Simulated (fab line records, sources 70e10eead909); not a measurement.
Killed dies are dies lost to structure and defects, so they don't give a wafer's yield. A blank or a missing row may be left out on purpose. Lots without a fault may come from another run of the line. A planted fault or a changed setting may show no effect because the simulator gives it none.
Chamber matching | flow nand_harc | NHARC_A_CHANNEL_FILL_D2_ETCHBACK_19 on rie_si-05: 4 sister chambers
The step etches the open film in HBr/Cl2, target depth 5 nm, time 1.7 s. 4 wafers are shown with their chamber, then 8 later ones without.

WAFERS WITH THEIR CHAMBER
wafer  | chamber | drypump_motor_current_A (A)
L425.3 | 0       | 6.2
L427.1 | 2       | 5.7
L427.2 | 3       | 5.7
L430.3 | 1       | 5.6

WAFERS WITHOUT THEIR CHAMBER
wafer  | drypump_motor_current_A (A)
L430.4 | 6.3
L430.5 | 5.7
L434.2 | 5.8
L434.3 | 6.3
L434.4 | 5.6
L440.3 | 5.8
L440.4 | 5.8
L440.5 | 5.8

WHICH CHAMBER EACH WENT THROUGH
wafer  | from the rows above          | in truth
L430.4 | 0                            | 0
L430.5 | can't be placed: 2 or 3 or 1 | 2
L434.2 | can't be placed: 2 or 3 or 1 | 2
L434.3 | 0                            | 0
L434.4 | can't be placed: 1 or 2 or 3 | 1
L440.3 | can't be placed: 2 or 3 or 1 | 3
L440.4 | can't be placed: 2 or 3 or 1 | 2
L440.5 | can't be placed: 2 or 3 or 1 | 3
Placed correctly: 2 of 8. Can't be placed from these rows: 6 (the true chamber is among the candidates in 6). Placed wrongly: 0.
How it was worked out, from the rows above alone: a wafer's distance from a chamber is the root of the sum, over the readings, of the square of ((its reading less the chamber's mean) divided by the reading's scatter). The wafer belongs to the nearest chamber; if the next one is less than 2 further off, it can't be placed. A chamber's mean is the mean of its shown wafers. The scatter: with one shown wafer a chamber, the root of the mean of the squares of how far each hidden wafer lies from its nearest shown one.
